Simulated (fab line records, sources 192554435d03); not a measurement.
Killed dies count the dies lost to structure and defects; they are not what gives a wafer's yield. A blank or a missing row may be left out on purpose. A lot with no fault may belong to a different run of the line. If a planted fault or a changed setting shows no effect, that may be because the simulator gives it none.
fab line records    flow n5-finfet
[record] lots = 8  wafers = 22  last-day = 17
route steps=1938 shown BEOL_M5@1157 BEOL_M15@1830
lots with no fault: from the same line, run without faults
start-h: hours from the record's first day to the start of the lot's first wafer shown    wait-h: hours since the lot's step before    " repeats the value in the row above    L1.1+2: several wafers, shown together as one row    - either no value or no given start    * or withheld: withheld    < > ~ a bound
route shown NAME@n: NAME is a module with steps in the file, n the number in the route of the first one    usual: mean and standard deviation over wafers with no fault    same: alike in all rows    chamber/n: place in a boat    sites: per-site readings    _std_site: standard deviation across them    _edge_site: inner sites' mean taken away from outer sites' mean    radius-mm: for every site, how far away it sits from the centre of the wafer    mask NAME#n: copy n    behind: the last tool/chamber to shape the wafer    hold: cause of the lot's hold/its duration in hours/its outcome    device: the n, p or np transistor that did not switch    end of line: at the end of the route, the tests of the same wafers    a step given without rows: its recipe and nothing more    killed: dies lost to structure and defects at the first sort, not the wafer's yield    map: dies across one wafer; x = killed, . = not, _ = none there
set.NAME: the run value of the setting; set.NAME@STEP: its run value at that earlier step    model.NAME: the simulator's own value behind a step, which no gauge read
the route's steps for a sample of lots (tables are steps, rows are wafers)
services: the hour from which a tool's chamber was out of use, counted from the record's first day as start-h (under 0 if before that day), plus the number of hours and why
[[steps]]
[step N5_BEOL_M5_VIA_ETCH_34]
[recipe] chemistry = C4F6/O2  target = SiCOH_lowk  target-depth-a = 883  mask-material = SOC  taper-deg = 4  time-s = 39.2  ion-energy-ev = 250  pressure-mtorr = 30  source-w = 345  bias-w = 185  Ar_flow_sccm = 300  C4F6_flow_sccm = 10  O2_flow_sccm = 10
[usual] O2_flow_sccm = 10.00/0.033  drypump-motor-current-A = 5.9/0.39  oes_o_777_au = 0.76/0.083  oes-product-au = 0.76/0.081  rf-vpp-V = 664/9.3  showerhead-plenum-p-Torr = 2.84/0.074  throttle-valve-pct = 20.93/0.24
lot.wafer  tool         chamber  start-h  wait-h  O2_flow_sccm  drypump-motor-current-A  oes_o_777_au  oes-product-au  rf-hours-counter-h  rf-vpp-V  showerhead-plenum-p-Torr  throttle-valve-pct
L405.2     rie-diel-02  1        186.48   0.0     9.97          6.0                      0.75          0.76            116                 667       2.75                      21.23
L405.5     "            0        "        "       9.94          5.8                      0.71          0.73            -                   675       2.82                      21.04
L405.6     "            3        "        "       9.97          5.8                      0.69          0.71            -                   661       2.83                      20.77
L411.1     rie-diel-04  2        227.41   0.0     9.95          6.2                      0.71          0.72            174                 662       2.85                      21.24
L411.2     "            1        "        "       10.01         5.2                      0.84          0.85            54                  678       2.90                      20.96
L411.3     "            0        "        "       10.01         5.2                      0.68          0.71            208                 669       2.72                      21.05
L413.1     rie-diel-04  3        232.38   0.0     10.03         5.3                      0.98          0.98            6                   674       2.82                      20.35
L413.4     "            0        "        "       10.04         5.2                      0.68          0.70            -                   671       2.72                      21.06
L413.5     "            3        "        "       10.02         5.2                      0.99          0.99            -                   672       2.82                      20.35
L417.2     rie-diel-04  0        263.23   0.0     10.01         5.2                      0.68          0.70            220                 669       2.72                      21.07
L417.3     "            1        "        "       10.02         5.2                      0.83          0.84            63                  677       2.90                      20.97
L418.3     rie-diel-05  0        266.51   0.0     10.01         6.1                      0.82          0.80            92                  668       2.86                      20.99
L418.4     "            1        "        "       10.05         6.3                      0.68          0.66            -                   645       2.92                      20.87
L421.4     rie-diel-02  1        272.64   0.0     9.97          6.0                      0.74          0.75            -                   667       2.74                      21.27
L421.5     "            0        "        "       9.99          5.8                      0.69          0.71            -                   674       2.81                      21.08
L421.6     "            2        "        "       10.00         6.3                      0.72          0.70            -                   667       2.93                      20.98
L423.1     rie-diel-05  0        300.43   0.0     10.00         6.1                      0.79          0.79            107                 668       2.85                      21.02
L423.4     "            2        "        "       10.01         5.4                      0.71          0.68            228                 649       2.92                      20.80
L423.5     "            2        "        "       10.05         5.3                      0.71          0.68            -                   651       2.92                      20.79
L425.1     rie-diel-02  0        304.76   0.0     10.04         5.8                      0.68          0.70            243                 674       2.80                      21.09
L425.3     "            1        "        "       9.93          6.0                      0.72          0.74            156                 667       2.74                      21.29
L425.5     "            2        "        "       10.01         6.3                      0.72          0.69            -                   666       2.92                      21.01
[step N5_BEOL_M5_ALD_86]
[recipe] material = TaN  target-thk-a = *  temp-c = 275  ald-precursor-family = PDMAT  ald-co-reactant = NH3  pressure-torr = 3  carrier-flow-sccm = 1500  pulse-time-s = 2  purge-time-s = 3  co-reactant-purge-time-s = 2  co-reactant-pulse-time-s = 3  ald-cycles = 30  precursor-vessel-temp-c = 75  precursor-vessel-pressure-torr = 26.25  precursor-vessel-carrier-sccm = 1000
[usual] ald-cycles = 30/0  heater-power-w = 430/49  precursor-vessel-temp-c = 75.01/0.13
[same] purge-time-s = 3
lot.wafer  tool          chamber  start-h  wait-h  ald-cycles  heater-power-w  precursor-vessel-temp-c
L405.2     ald-metal-03  3        189.04   0.1     30          467             75.05
L405.5     "             1        "        "       30          485             74.95
L405.6     "             0        "        "       30          387             75.05
L411.1     ald-metal-03  1        229.46   0.0     30          487             75.24
L411.2     "             3        "        "       30          472             74.89
L411.3     "             0        "        "       30          382             75.00
L413.1     ald-metal-03  1        234.18   0.1     30          497             74.96
L413.4     "             3        "        "       49          478             74.89
L413.5     "             1        "        "       30          494             75.16
L417.2     ald-metal-03  2        265.09   0.1     30          400             75.04
L417.3     "             0        "        "       49          377             74.99
L418.3     ald-metal-03  1        267.50   0.1     49          481             75.04
L418.4     "             2        "        "       49          386             74.89
L421.4     ald-metal-04  1        273.64   0.1     30          429             75.18
L421.5     "             3        "        "       30          540             75.08
L421.6     "             0        "        "       30          394             75.14
L423.1     ald-metal-01  2        301.56   0.0     30          482             74.90
L423.4     "             3        "        "       30          393             75.10
L423.5     "             0        "        "       30          427             75.04
L425.1     ald-metal-04  3        305.96   0.0     30          517             74.91
L425.3     "             1        "        "       30          442             75.11
L425.5     "             2        "        "       30          360             75.01
[step N5_BEOL_M5_SPUTTER_48]
[recipe] material = Cu  target-thk-a = 150  temp-c = -20  chamber-pressure-pa = 0.07  power-w = withheld  time-s = 27.62
[usual] throttle-valve-pct = 30.5/0.87
lot.wafer  tool            chamber  start-h  wait-h  throttle-valve-pct
L405.2     pvd-sputter-02  -        189.54   0.1     30.4
L405.5     "               -        "        "       29.5
L405.6     "               -        "        "       30.7
L411.1     pvd-sputter-03  -        229.96   0.1     29.8
L411.2     "               -        "        "       31.2
L411.3     "               -        "        "       29.5
L413.1     pvd-sputter-02  -        234.77   0.2     30.5
L413.4     "               -        "        "       31.5
L413.5     "               -        "        "       31.6
L417.2     pvd-sputter-03  -        265.87   0.2     29.8
L417.3     "               -        "        "       31.3
L418.3     pvd-sputter-02  -        268.82   0.5     31.2
L418.4     "               -        "        "       29.9
L421.4     pvd-sputter-02  -        274.19   0.0     29.5
L421.5     "               -        "        "       30.4
L421.6     "               -        "        "       29.2
L423.1     pvd-sputter-01  -        302.07   0.1     31.9
L423.4     "               -        "        "       31.3
L423.5     "               -        "        "       30.4
L425.1     pvd-sputter-02  -        308.24   1.6     31.3
L425.3     "               -        "        "       30.8
L425.5     "               -        "        "       29.7
[step N5_BEOL_M5_ANNEAL_49]
[recipe] temp-c = 400  time-s = 1800  ambient = vacuum
[usual] heater-power-w = 875/130
lot.wafer  tool            chamber  start-h  wait-h  heater-power-w
L405.2     pvd-sputter-02  -        189.62   0.0     1005
L405.5     "               -        "        "       816
L405.6     "               -        "        "       1025
L411.1     pvd-sputter-03  -        230.04   0.0     1009
L411.2     "               -        "        "       775
L411.3     "               -        "        "       767
L413.1     pvd-sputter-02  -        234.85   0.0     1000
L413.4     "               -        "        "       812
L413.5     "               -        "        "       809
L417.2     pvd-sputter-03  -        265.95   0.0     885
L417.3     "               -        "        "       832
L418.3     pvd-sputter-02  -        268.90   0.0     795
L418.4     "               -        "        "       1014
L421.4     pvd-sputter-02  -        274.27   0.0     808
L421.5     "               -        "        "       1026
L421.6     "               -        "        "       802
L423.1     pvd-sputter-01  -        302.15   0.0     849
L423.4     "               -        "        "       1093
L423.5     "               -        "        "       647
L425.1     pvd-sputter-02  -        308.32   0.0     820
L425.3     "               -        "        "       1009
L425.5     "               -        "        "       1024
[step N5_BEOL_M15_RC_MEAS_101]
[usual] COMB_M10 = 1.4e-11/3.1e-12  COMB_M11 = 1.4e-11/3.5e-12  COMB_M12 = 5.8e-12/1.3e-12  COMB_M13 = 4.2e-12/1.1e-12  COMB_M14 = 3.1e-12/7.3e-13  COMB_M15 = 1.9e-12/5.6e-13  COMB_M15_max_site = 3e-12/8.4e-13  COMB_M5 = 3.4e-11/7.2e-12  COMB_M6 = 2.6e-11/5.8e-12  COMB_M7 = 2.5e-11/5.3e-12  COMB_M7_max_site = 3.6e-11/8.2e-12  COMB_M8 = 2.5e-11/5.4e-12  COMB_M9 = 1.4e-11/3.1e-12  SERP_M10 = 3.05/0.091  SERP_M11 = 3.11/0.081  SERP_M12 = 0.625/0.017  SERP_M13 = 0.310/0.0066  SERP_M14 = 0.162/0.0053  SERP_M5 = 38.8/1.7  SERP_M5_max_site = 40.4/1.9  SERP_M6 = 14.2/0.6  SERP_M7 = 14.0/0.55  SERP_M8 = 14.0/0.57  SERP_M8_max_site = 14.6/0.59  SERP_M9 = 3.08/0.087
lot.wafer  tool       chamber  start-h  wait-h  COMB_M10[S/m]  COMB_M11[S/m]  COMB_M12[S/m]  COMB_M13[S/m]  COMB_M14[S/m]  COMB_M15[S/m]  COMB_M15_max_site[S/m]  COMB_M5[S/m]  COMB_M6[S/m]  COMB_M7[S/m]  COMB_M7_max_site[S/m]  COMB_M8[S/m]  COMB_M9[S/m]  SERP_M10[ohm/um]  SERP_M11[ohm/um]  SERP_M12[ohm/um]  SERP_M13[ohm/um]  SERP_M14[ohm/um]  SERP_M5[ohm/um]  SERP_M5_max_site[ohm/um]  SERP_M6[ohm/um]  SERP_M7[ohm/um]  SERP_M8[ohm/um]  SERP_M8_max_site[ohm/um]  SERP_M9[ohm/um]
L405.2     prober-01  0        268.53   0.3     1.2e-11        1.2e-11        5.7e-12        3.3e-12        4.2e-12        1.5e-12        3e-12                   3.2e-11       2.3e-11       2.5e-11       3.7e-11                2.6e-11       1.4e-11       3.09              3.14              0.655             0.311             0.167             36.2             37.1                      13.8             15.1             13.6             14.4                      3.03
L405.5     "          0        "        "       1e-11          1e-11          7.1e-12        2.5e-12        3.5e-12        2.1e-12        2.7e-12                 2e-11         2.2e-11       2.5e-11       3.4e-11                2.8e-11       1.2e-11       3.01              3.15              0.646             0.309             0.167             36.8             39.1                      13.9             14.4             14.3             15.5                      3.02
L405.6     "          0        "        "       1.3e-11        1.2e-11        7.3e-12        3.1e-12        2.3e-12        2.7e-12        3.9e-12                 3.6e-11       3.4e-11       2.8e-11       3.1e-11                2.7e-11       1.1e-11       3.02              3.08              0.635             0.307             0.164             40.5             42.1                      13.4             13.6             13.7             14.5                      3.05
L411.1     prober-02  0        318.57   0.0     1.4e-11        1.1e-11        4.5e-12        5e-12          3.5e-12        1.8e-12        2.8e-12                 2.4e-11       3.1e-11       3.4e-11       6.9e-11                2.1e-11       1.2e-11       2.97              3.08              0.632             0.322             0.165             38.5             41.2                      15.0             13.5             14.1             14.7                      3.17
L411.2     "          0        "        "       1e-11          1.5e-11        6.5e-12        2.7e-12        3.1e-12        1.7e-12        2.5e-12                 3.9e-11       2.6e-11       3.4e-11       4.5e-11                2.3e-11       1.7e-11       3.18              3.05              0.629             0.306             0.163             37.8             40.0                      14.7             13.0             13.8             14.8                      3.04
L411.3     "          0        "        "       1.2e-11        9e-12          5.7e-12        3.4e-12        2e-12          1.7e-12        2.5e-12                 3e-11         2.7e-11       3.1e-11       3.6e-11                2.2e-11       1.8e-11       3.09              3.06              0.629             0.310             0.157             38.4             39.3                      13.7             14.0             13.7             14.4                      3.24
L413.1     prober-01  0        318.89   0.0     1.5e-11        1.2e-11        7.7e-12        3e-12          3e-12          1.6e-12        2.5e-12                 2.9e-11       2.5e-11       1.9e-11       2.9e-11                3.9e-11       1e-11         3.09              2.94              0.629             0.308             0.148             37.9             40.5                      14.0             13.6             14.1             14.5                      3.04
L413.4     "          0        "        "       1.6e-11        9e-12          7.5e-12        3.8e-12        2.4e-12        2.7e-12        5e-12                   4e-11         2.7e-11       2.3e-11       3.1e-11                2.8e-11       9e-12         3.24              3.17              0.606             0.311             0.164             46.2             47.8                      13.9             13.7             14.6             15.1                      3.04
L413.5     "          0        "        "       1.5e-11        1.4e-11        7.6e-12        2.9e-12        3e-12          2.2e-12        3.3e-12                 3.8e-11       2.6e-11       2.6e-11       4.2e-11                2.7e-11       1.6e-11       3.05              3.18              0.625             0.314             0.150             37.5             40.4                      13.8             14.2             14.2             14.5                      2.98
L417.2     prober-02  0        350.58   0.2     2.1e-11        7e-12          7.3e-12        4.5e-12        2.9e-12        1.3e-12        1.5e-12                 3.2e-11       2.1e-11       3.6e-11       4.2e-11                2.6e-11       1.8e-11       3.18              3.01              0.574             0.314             0.168             42.4             44.4                      15.1             14.0             14.0             14.6                      3.02
L417.3     "          0        "        "       1.5e-11        1e-11          4.8e-12        4.4e-12        1.9e-12        1.4e-12        2.1e-12                 2.4e-11       2.7e-11       1.9e-11       3.6e-11                2.9e-11       1.5e-11       3.01              2.95              0.599             0.316             0.161             46.7             49.5                      14.5             14.9             14.7             15.8                      2.98
L421.4     prober-02  0        356.28   0.5     1.5e-11        1.4e-11        5.1e-12        3e-12          2.2e-12        1.4e-12        2.9e-12                 3.6e-11       2.9e-11       2.4e-11       3.6e-11                2.1e-11       1.9e-11       3.00              3.02              0.621             0.309             0.146             37.3             41.8                      15.1             15.3             14.9             15.7                      3.00
L421.5     "          0        "        "       1.9e-11        1.9e-11        5.1e-12        3.2e-12        2.4e-12        1.3e-12        2.1e-12                 3.1e-11       3.7e-11       1.3e-11       2.8e-11                2.8e-11       1.4e-11       3.10              3.09              0.622             0.324             0.158             38.9             40.9                      14.8             14.9             14.2             14.6                      3.20
L421.6     "          0        "        "       1.2e-11        1.1e-11        4.2e-12        4.1e-12        2.8e-12        1e-12          1.8e-12                 4.5e-11       3.7e-11       2.5e-11       4e-11                  2.9e-11       1.2e-11       2.79              3.04              0.638             0.304             0.159             39.3             39.8                      14.8             14.4             14.5             15.1                      3.12
L418.3     prober-01  0        356.35   0.3     1.5e-11        1.3e-11        5.5e-12        4.2e-12        3.9e-12        8e-13          1.4e-12                 3.5e-11       2.5e-11       2.1e-11       2.7e-11                2.6e-11       1.3e-11       3.05              3.15              0.632             0.324             0.161             42.4             43.8                      14.2             13.7             12.7             13.7                      3.20
L418.4     "          0        "        "       1e-11          1.3e-11        5.8e-12        5e-12          4.1e-12        1.5e-12        2e-12                   3.5e-11       3e-11         2.3e-11       3.9e-11                2.5e-11       1.4e-11       3.04              3.05              0.646             0.305             0.149             48.4             49.6                      15.2             13.0             13.0             13.8                      3.06
L423.1     prober-02  0        385.22   0.0     1.2e-11        1.6e-11        5.3e-12        3.8e-12        2.8e-12        2.6e-12        3.3e-12                 2.8e-11       2.6e-11       2.1e-11       2.7e-11                2.6e-11       1.3e-11       3.20              3.02              0.610             0.313             0.163             37.4             38.5                      12.9             13.7             12.6             13.3                      3.13
L423.4     "          0        "        "       1.3e-11        1.4e-11        4.8e-12        4.3e-12        3e-12          3.8e-12        4.3e-12                 3.6e-11       2.5e-11       2.1e-11       2.7e-11                3e-11         1.1e-11       2.93              2.93              0.632             0.312             0.159             40.4             41.8                      13.7             14.0             13.9             14.4                      3.09
L423.5     "          0        "        "       1.4e-11        1.7e-11        5.7e-12        4.3e-12        3.6e-12        1.4e-12        2.2e-12                 3.4e-11       1.7e-11       2.8e-11       3.9e-11                2.7e-11       1.3e-11       3.05              3.09              0.626             0.316             0.147             41.8             43.2                      14.0             13.4             12.9             13.6                      3.20
L425.1     prober-01  0        389.09   0.0     1.3e-11        1.4e-11        4.8e-12        3.3e-12        4.5e-12        1.7e-12        2.8e-12                 6.3e-11       2.2e-11       2.1e-11       3.1e-11                3.4e-11       1.6e-11       2.98              3.07              0.592             0.305             0.169             38.1             38.5                      13.4             13.2             12.8             13.9                      3.00
L425.3     "          0        "        "       1.6e-11        1.1e-11        3e-12          3.1e-12        3.2e-12        1.1e-12        1.7e-12                 4.8e-11       2.5e-11       2.4e-11       3.2e-11                2.8e-11       1.3e-11       3.13              3.14              0.638             0.310             0.159             37.2             39.0                      13.6             14.0             14.2             14.3                      3.04
L425.5     "          0        "        "       1.6e-11        1.8e-11        4.8e-12        2.3e-12        3.4e-12        2e-12          2.8e-12                 5.1e-11       2.5e-11       1.9e-11       2.6e-11                2.7e-11       1.5e-11       3.14              3.08              0.604             0.317             0.167             36.5             38.0                      13.7             13.5             14.5             14.9                      3.00
// sites SERP_M5 radius-mm=0,75,75,75,75,140,140,140,140
L405.2 35.9 36.1 36.2 37.1 36.5 36.7 36.1 35.5 37.1
L411.1 40.6 38.5 41.2 40.1 39.4 35.4 37.5 36.8 36.1
L413.1 35.8 37.9 36.9 37.2 37.2 39.6 40.5 40.0 39.8
L417.2 43.1 42.4 44.4 42.8 42.6 40.1 40.4 41.7 39.5
L421.4 35.7 36.5 37.1 36.3 37.3 41.8 40.5 40.4 40.4
L418.3 41.0 42.4 40.8 42.3 41.7 42.7 43.1 43.8 43.5
L423.1 38.3 37.4 37.3 37.4 38.1 38.5 37.0 36.8 38.3
L425.1 37.5 38.5 38.1 37.5 38.1 36.8 38.3 38.3 37.2
[[services]]
tool            chamber  start-h  hours  kind
rie-diel-04     2        180.80   8.5    repair
ald-metal-03    -        181.49   2.8    pm
rie-diel-04     3        189.27   -      clean
rie-diel-04     3        189.27   -      consumable-replace:focus-ring
rie-diel-04     3        189.27   22.4   scheduled-down
rie-diel-02     -        189.99   2.8    pm
ald-metal-04    -        197.73   8.7    pm
ald-metal-01    -        217.42   8.7    pm
ald-metal-01    3        227.22   2.6    repair
rie-diel-04     1        229.69   7.4    repair
ald-metal-03    2        231.99   5.6    repair
ald-metal-03    -        252.44   0.6    repair
rie-diel-05     3        265.18   6.2    repair
rie-diel-02     3        267.81   -      clean
rie-diel-02     3        267.81   -      consumable-replace:focus-ring
rie-diel-02     3        267.81   36.6   scheduled-down
rie-diel-02     3        267.81   36.6   vent-cycle
rie-diel-04     -        273.42   14.6   pm
pvd-sputter-03  -        278.15   5.5    repair
rie-diel-02     0        279.54   8.0    repair
ald-metal-01    3        280.37   2.7    repair
ald-metal-01    -        281.92   2.0    repair
rie-diel-02     0        289.38   4.3    repair
pvd-sputter-02  -        294.67   5.9    repair
[[key]]
[first-sign] step = N5_BEOL_M5_ALD_86  reading = ald-cycles  direction = up  sigmas = 99+  usual = *  struck = *
[effect] step = N5_BEOL_M15_RC_MEAS_101  reading = SERP_M5  direction = up  sigmas = 4.2  usual = 38.8  struck = 45.9
met-at N5_BEOL_M5_ALD_86
struck-lots L413,L417,L418
struck-wafers L413.4,L417.3,L418.3,L418.4
not-acting-at N5_BEOL_M5_VIA_ETCH_34,N5_BEOL_M5_SPUTTER_48,N5_BEOL_M5_ANNEAL_49
onset-between 229.46 234.18
[fault] kind = process-parameter-drift  tool = ald-metal-03  chamber = -  onset-h = 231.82  steps = N5_BEOL_M5_ALD_86  channel = ald-cycles  offset = *  shape = step  end-h = 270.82  scope = struck-wafers-only  acts-in = *  stated = *
